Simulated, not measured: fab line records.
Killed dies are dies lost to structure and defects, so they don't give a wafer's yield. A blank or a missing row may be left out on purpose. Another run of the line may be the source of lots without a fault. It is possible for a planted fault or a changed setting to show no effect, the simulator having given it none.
fab line records	flow nand-harc
record: lots: 13	wafers: 39	last-day: 33
route steps=1302 shown A_SOURCE_PLATE@420 A_ONON_D1@427 A_CHANNEL_HOLE_D1@451 END@1302
lots that met no fault: taken from a fault-free run of the same line
start-h: hours from the record's first day to the start of the lot's first wafer shown	wait-h: hours elapsed since this lot's preceding step	" same as the row above	L1.1+2: one row covering several wafers at once	- no value, or no start was given	* or withheld: withheld	< > ~ a bound
route shown NAME@n: a module of which the file shows steps, and the number in the route of the first	usual: mean/standard deviation of fault-free wafers	same: alike in all rows	chamber/n: place in a boat	sites: the reading at each site	_std_site: the standard deviation of these	_edge_site: mean of outer sites minus mean of inner sites	radius-mm: how far each site lies from the wafer's centre	mask NAME#n: copy n	behind: the tool/chamber that last shaped the wafer	hold: why the lot was held/for how many hours/how that ended	device: whichever transistor did not switch (one of n, p or np)	end of line: tests run on the same wafers once the route is complete	a step with no rows: only its recipe	killed: not the wafer's yield, but the dies lost to structure and defects at the first sort	map: per-die view of a wafer (x killed, . not killed, _ where there is no die)
set.NAME: setting as actually run; set.NAME@STEP: the setting as run at that earlier step	model.NAME: the simulator's own value behind a step, which no gauge read
the route's steps for a sample of lots (tables are steps, rows are wafers)
services: a tool's chamber out of use, with start hour (start-h, from the record's first day; less than 0 if before it), hours out, and reason
== steps ==
step: NHARC_A_SOURCE_PLATE_THK_MEAS_06
recipe: thk-meas-gauge: ellipsometry
usual: thk-nm: 199.7/1.8
lot.wafer	tool	chamber	start-h	wait-h	thk-nm
L271.4	film-metro-01	-	167.66	0.4	199.3
L271.5	"	-	"	"	199.3
L271.6	"	-	"	"	197.8
L274.1	film-metro-01	-	184.34	0.4	199.8
L274.4	"	-	"	"	198.3
L274.5	"	-	"	"	199.6
L273.3	film-metro-02	-	184.34	0.4	199.5
L273.4	"	-	"	"	199.7
L273.5	"	-	"	"	200.0
L275.2	film-metro-02	-	203.15	0.4	197.7
L275.3	"	-	"	"	197.2
L275.4	"	-	"	"	197.2
L276.1	film-metro-01	-	210.52	0.4	200.4
L276.4	"	-	"	"	199.0
L276.5	"	-	"	"	201.2
L277.1	film-metro-02	-	233.00	0.4	197.6
L277.3	"	-	"	"	198.2
L277.6	"	-	"	"	198.1
L278.2	film-metro-01	-	233.00	0.4	199.4
L278.3	"	-	"	"	199.6
L278.6	"	-	"	"	200.5
L286.1	film-metro-02	-	308.51	0.4	198.3
L286.4	"	-	"	"	200.2
L286.5	"	-	"	"	199.7
L287.1	film-metro-02	-	326.36	0.4	199.9
L287.4	"	-	"	"	198.9
L287.5	"	-	"	"	199.5
L291.1	film-metro-01	-	361.56	0.4	198.7
L291.2	"	-	"	"	199.4
L291.5	"	-	"	"	197.6
L293.2	film-metro-01	-	383.37	0.4	202.2
L293.3	"	-	"	"	201.3
L293.5	"	-	"	"	199.8
L292.2	film-metro-01	-	383.39	0.4	200.6
L292.3	"	-	"	"	201.6
L292.4	"	-	"	"	201.3
L294.1	film-metro-01	-	395.94	0.4	200.8
L294.2	"	-	"	"	198.1
L294.3	"	-	"	"	197.8
step: NHARC_A_ONON_D1_THK_MEAS_05
recipe: thk-meas-gauge: ellipsometry
usual: thk-nm: 1000/8.3
lot.wafer	tool	chamber	start-h	wait-h	thk-nm
L271.4	film-metro-01	-	168.87	-	1006
L271.5	"	-	"	"	1003
L271.6	"	-	"	"	1005
L273.3	film-metro-02	-	185.54	-	1002
L273.4	"	-	"	"	1001
L273.5	"	-	"	"	1001
L274.1	film-metro-01	-	185.55	-	1000
L274.4	"	-	"	"	1002
L274.5	"	-	"	"	1001
L275.2	film-metro-01	-	204.81	-	996
L275.3	"	-	"	"	995
L275.4	"	-	"	"	995
L276.1	film-metro-01	-	211.73	-	993
L276.4	"	-	"	"	992
L276.5	"	-	"	"	993
L277.1	film-metro-01	-	234.21	-	988
L277.3	"	-	"	"	987
L277.6	"	-	"	"	986
L278.2	film-metro-02	-	234.22	-	993
L278.3	"	-	"	"	991
L278.6	"	-	"	"	994
L286.1	film-metro-01	-	309.74	-	999
L286.4	"	-	"	"	999
L286.5	"	-	"	"	998
L287.1	film-metro-02	-	327.56	-	999
L287.4	"	-	"	"	998
L287.5	"	-	"	"	997
L291.1	film-metro-02	-	362.77	-	996
L291.2	"	-	"	"	996
L291.5	"	-	"	"	995
L293.2	film-metro-01	-	384.58	-	1003
L293.3	"	-	"	"	1004
L293.5	"	-	"	"	1003
L292.2	film-metro-01	-	384.62	-	985
L292.3	"	-	"	"	983
L292.4	"	-	"	"	983
L294.1	film-metro-01	-	397.25	-	1002
L294.2	"	-	"	"	1000
L294.3	"	-	"	"	1000
step: NHARC_A_ONON_D1_DEP_28
recipe: target-thk-a: 10000	n2-flow-sccm: 2750	n2o-flow-sccm: 2000	nh3-flow-sccm: 500	sih4-flow-sccm: 210	temp-c: 400
usual: susceptor-temp-C: 400.00/0.21
lot.wafer	tool	chamber	start-h	wait-h	susceptor-temp-C
L271.4	pecvd-onon-04	0	180.62	0.2	400.34
L271.5	"	0	"	"	400.17
L271.6	"	0	"	"	399.82
L274.1	pecvd-onon-04	0	196.74	0.1	400.49
L274.4	"	0	"	"	400.31
L274.5	"	0	"	"	400.03
L273.3	pecvd-onon-03	0	196.87	0.2	400.06
L273.4	"	0	"	"	400.46
L273.5	"	0	"	"	400.00
L275.2	pecvd-onon-02	0	217.80	0.1	399.92
L275.3	"	0	"	"	399.84
L275.4	"	0	"	"	399.75
L276.1	pecvd-onon-04	0	223.41	0.1	400.09
L276.4	"	0	"	"	399.81
L276.5	"	0	"	"	400.02
L277.1	pecvd-onon-04	0	245.89	0.1	399.93
L277.3	"	0	"	"	399.79
L277.6	"	0	"	"	400.07
L278.2	pecvd-onon-02	0	245.98	0.1	400.29
L278.3	"	0	"	"	400.04
L278.6	"	0	"	"	400.44
L286.1	pecvd-onon-02	0	320.96	0.1	400.28
L286.4	"	0	"	"	400.33
L286.5	"	0	"	"	400.03
L287.1	pecvd-onon-02	0	338.59	0.1	399.97
L287.4	"	0	"	"	400.08
L287.5	"	0	"	"	400.08
L291.1	pecvd-onon-03	0	374.13	0.1	399.99
L291.2	"	0	"	"	400.37
L291.5	"	0	"	"	400.47
L293.2	pecvd-onon-03	0	395.87	0.1	399.86
L293.3	"	0	"	"	399.62
L293.5	"	0	"	"	400.09
L292.2	pecvd-onon-04	0	395.88	0.1	399.92
L292.3	"	0	"	"	399.95
L292.4	"	0	"	"	400.24
L294.1	pecvd-onon-02	0	408.37	0.1	399.85
L294.2	"	0	"	"	399.95
L294.3	"	0	"	"	400.01
step: NHARC_A_ONON_D1_THK_MEAS_30
recipe: thk-meas-gauge: ellipsometry
usual: thk-nm: 998/9
lot.wafer	tool	chamber	start-h	wait-h	thk-nm
L271.4	film-metro-01	-	180.96	-	995
L271.5	"	-	"	"	995
L271.6	"	-	"	"	996
L274.1	film-metro-01	-	197.25	-	1010
L274.4	"	-	"	"	1010
L274.5	"	-	"	"	1010
L273.3	film-metro-02	-	197.27	-	986
L273.4	"	-	"	"	987
L273.5	"	-	"	"	986
L275.2	film-metro-01	-	218.25	-	1011
L275.3	"	-	"	"	1013
L275.4	"	-	"	"	1013
L276.1	film-metro-01	-	223.92	-	1003
L276.4	"	-	"	"	1000
L276.5	"	-	"	"	1002
L277.1	film-metro-01	-	246.40	-	1006
L277.3	"	-	"	"	1006
L277.6	"	-	"	"	1007
L278.2	film-metro-02	-	246.44	-	997
L278.3	"	-	"	"	1000
L278.6	"	-	"	"	1000
L286.1	film-metro-01	-	321.47	-	833
L286.4	"	-	"	"	832
L286.5	"	-	"	"	832
L287.1	film-metro-01	-	339.10	-	852
L287.4	"	-	"	"	853
L287.5	"	-	"	"	854
L291.1	film-metro-01	-	374.64	-	986
L291.2	"	-	"	"	984
L291.5	"	-	"	"	987
L293.2	film-metro-01	-	396.32	-	1003
L293.3	"	-	"	"	1002
L293.5	"	-	"	"	1004
L292.2	film-metro-02	-	396.34	-	992
L292.3	"	-	"	"	995
L292.4	"	-	"	"	992
L294.1	film-metro-02	-	408.89	-	1005
L294.2	"	-	"	"	1005
L294.3	"	-	"	"	1005
step: NHARC_A_CHANNEL_HOLE_D1_DEP_01
recipe: target-thk-a: 1400	target-thk-nm: 140	temp-c: 400	pressure-torr: 3.5	flow-sccm: 200	rf-w: 350	material: SiON
usual: heater-power-w: 793/96	showerhead-vpp-V: 1141/48	susceptor-temp-C: 399.98/0.22
lot.wafer	tool	chamber	start-h	wait-h	heater-power-w	showerhead-vpp-V	susceptor-temp-C
L271.4	pecvd-01	1	186.67	0.9	776	1198	399.78
L271.5	"	2	"	"	980	1217	399.71
L271.6	"	0	"	"	650	1095	400.09
L274.1	pecvd-02	0	199.92	1.7	769	1091	400.04
L274.4	"	2	"	"	786	1176	400.25
L274.5	"	0	"	"	776	1095	399.94
L273.3	pecvd-02	2	200.58	1.0	784	1175	399.80
L273.5	"	2	"	"	804	1179	399.84
L273.4	"	0	"	"	768	1099	400.33
L275.2	pecvd-02	2	220.77	1.3	757	1182	400.02
L275.3	"	1	"	"	725	1074	400.04
L275.4	"	2	"	"	741	1186	400.01
L276.1	pecvd-01	1	228.02	2.1	801	1200	400.19
L276.4	"	2	"	"	821	1227	400.22
L276.5	"	0	"	"	722	1111	400.22
L277.1	pecvd-04	2	248.98	1.6	792	1183	399.78
L277.3	"	0	"	"	887	1121	399.83
L277.6	"	2	"	"	771	1182	399.73
L278.2	pecvd-01	1	249.00	1.3	693	1184	399.94
L278.3	"	2	"	"	1017	1207	400.19
L278.6	"	0	"	"	721	1086	400.08
L291.2	pecvd-04	1	379.52	1.3	834	1134	399.66
L291.1	"	2	"	"	631	1148	399.84
L291.5	"	0	"	"	861	1126	400.19
L293.3	pecvd-01	2	400.39	1.0	817	1183	400.46
L293.2	"	0	"	"	824	1099	400.22
L293.5	"	0	"	"	843	1102	400.00
L292.3	pecvd-04	1	401.67	1.0	947	1136	400.04
L292.2	"	2	"	"	658	1170	399.88
L292.4	"	1	"	"	790	1129	399.96
L294.1	pecvd-01	0	411.39	1.6	800	1081	399.94
L294.3	"	1	"	"	805	1205	400.36
L294.2	"	2	"	"	996	1202	399.51
step: NHARC_END_SORT_01
recipe: temp-c: 25
usual: killed-at-array: 52/16	killed-at-other: 0.8/0.98	killed-at-periphery: 4.2/2.9	killed-dies: 57/16	killed-open: 3.3/1.9	killed-short: 2.5/1.5
same: gross-dies: 677
lot.wafer	tool	chamber	start-h	wait-h	killed-at-array	killed-at-other	killed-at-periphery	killed-dies	killed-open	killed-short
L286.1	prober-02	0	694.30	2.5	671	2	4	677	2	7
L286.4	prober-02	0	696.69	3.4	670	1	6	677	3	3
L286.5	prober-02	0	697.48	3.7	673	3	1	677	1	0
L287.1	prober-02	0	726.40	2.5	667	1	9	677	1	2
L287.4	prober-02	0	728.81	3.4	670	1	6	677	4	4
L287.5	prober-02	0	729.61	3.7	669	2	6	677	7	1
killed by level:class
L286.1 A_ONON_D1:area-dep=613 A_SLIT:chamber-film-flake=25 A_CHANNEL_HOLE_D1:chamber-film-flake=10 A_CONTACT:chamber-film-flake=6 A_STAIRCASE:chamber-film-flake=3 A_WL_FILL:geometric-particle:short=2 P_GATE:chamber-film-flake=2 P_BONDPAD:chamber-film-flake=2
L286.4 A_ONON_D1:area-dep=606 A_SLIT:chamber-film-flake=40 A_STAIRCASE:chamber-film-flake=6 A_CHANNEL_HOLE_D1:chamber-film-flake=5 A_CONTACT:chamber-film-flake=4 P_ZERO_WELL:chamber-film-flake=3 A_ZERO_WELL:chamber-film-flake=3 A_DECK1_JOINT:chamber-film-flake=2
L286.5 A_ONON_D1:area-dep=615 A_SLIT:chamber-film-flake=39 A_CHANNEL_HOLE_D1:chamber-film-flake=7 A_CONTACT:chamber-film-flake=5 A_STAIRCASE:chamber-film-flake=4 THIN_TSV:chamber-film-flake=3 A_WL_FILL:geometric-particle:open=1 P_BONDPAD:chamber-film-flake=1
L287.1 A_ONON_D1:area-dep=593 A_CHANNEL_HOLE_D1:chamber-film-flake=32 A_SLIT:chamber-film-flake=32 P_M2:chamber-film-flake=4 A_CONTACT:chamber-film-flake=4 P_STI:chamber-film-flake=2 P_GATE:chamber-film-flake=2 A_DECK1_JOINT:chamber-film-flake=2
L287.4 A_ONON_D1:area-dep=612 A_SLIT:chamber-film-flake=24 A_CHANNEL_HOLE_D1:chamber-film-flake=14 A_CONTACT:chamber-film-flake=8 P_M2:chamber-film-flake=3 A_STAIRCASE:chamber-film-flake=3 P_CONTACT:geometric-particle:open=1 A_CHANNEL_HOLE_D1:geometric-particle:open=1
L287.5 A_ONON_D1:area-dep=597 A_SLIT:chamber-film-flake=33 A_CHANNEL_HOLE_D1:chamber-film-flake=30 THIN_TSV:chamber-film-flake=2 P_GATE:geometric-particle:short=1 P_M0:geometric-particle:open=1 P_BONDPAD:geometric-particle:open=1 A_ONON_D1:geometric-particle:open=1
== services ==
tool	chamber	start-h	hours	kind
pecvd-onon-02	-	185.00	13.0	pm
pecvd-onon-03	-	227.00	13.0	pm
pecvd-02	-	227.03	13.0	pm
pecvd-02	0	227.03	13.0	vent-cycle
pecvd-02	0	252.26	7.8	repair
pecvd-01	-	259.94	0.6	repair
pecvd-04	-	269.00	13.0	pm
pecvd-01	-	278.93	0.3	repair
pecvd-onon-02	-	289.69	2.5	repair
pecvd-02	2	307.23	16.9	repair
pecvd-04	0	308.56	4.1	repair
pecvd-onon-04	-	311.32	13.0	pm
pecvd-01	-	311.34	13.0	pm
pecvd-01	0	311.34	13.0	vent-cycle
pecvd-01	1	311.34	13.0	vent-cycle
pecvd-01	2	311.34	13.0	vent-cycle
pecvd-01	0	324.34	-	clean
pecvd-01	1	324.34	-	clean
pecvd-01	2	324.34	-	clean
pecvd-04	-	332.02	0.9	repair
pecvd-02	-	352.64	0.5	repair
pecvd-onon-02	-	366.00	13.0	pm
pecvd-02	-	408.03	13.0	pm
pecvd-onon-03	-	408.15	13.0	pm
== key ==
first-sign: step: NHARC_A_ONON_D1_THK_MEAS_30	reading: thk-nm	direction: down	sigmas: 17	usual: 998	struck: 843
effect: step: NHARC_END_SORT_01	reading: killed-at-array	direction: up	sigmas: 39	usual: 52	struck: 670
more-kills-born-at: NHARC_A_ONON_D1_DEP_28@pecvd-onon-02: 3636
met-at NHARC_A_ONON_D1_DEP_28
struck-lots L286,L287
later-rows-left-out L286.1,L286.4,L286.5,L287.1,L287.4,L287.5
tester-left-out L286,L287
not-acting-at NHARC_A_SOURCE_PLATE_THK_MEAS_06,NHARC_A_ONON_D1_THK_MEAS_05,NHARC_A_CHANNEL_HOLE_D1_DEP_01
onset-between 245.98 320.96
fault: kind: process-parameter-drift	tool: pecvd-onon-02	chamber: -	onset-h: 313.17	steps: NHARC_A_ONON_D1_DEP_28	channel: target-thk-a	offset: *	shape: step	end-h: 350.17	acts-in: *	stated: *
tester-left-out: of these lots the tester's yield and bins aren't shown, on N5 and GAA mostly nor the transistor test; their killed dies are dies lost to structure and defects alone, not to doping, threshold or leakage, so they don't give the yield
later-rows-left-out: the simulator's readings of these wafers behind a module that went badly wrong aren't trusted and aren't shown, but for the sort
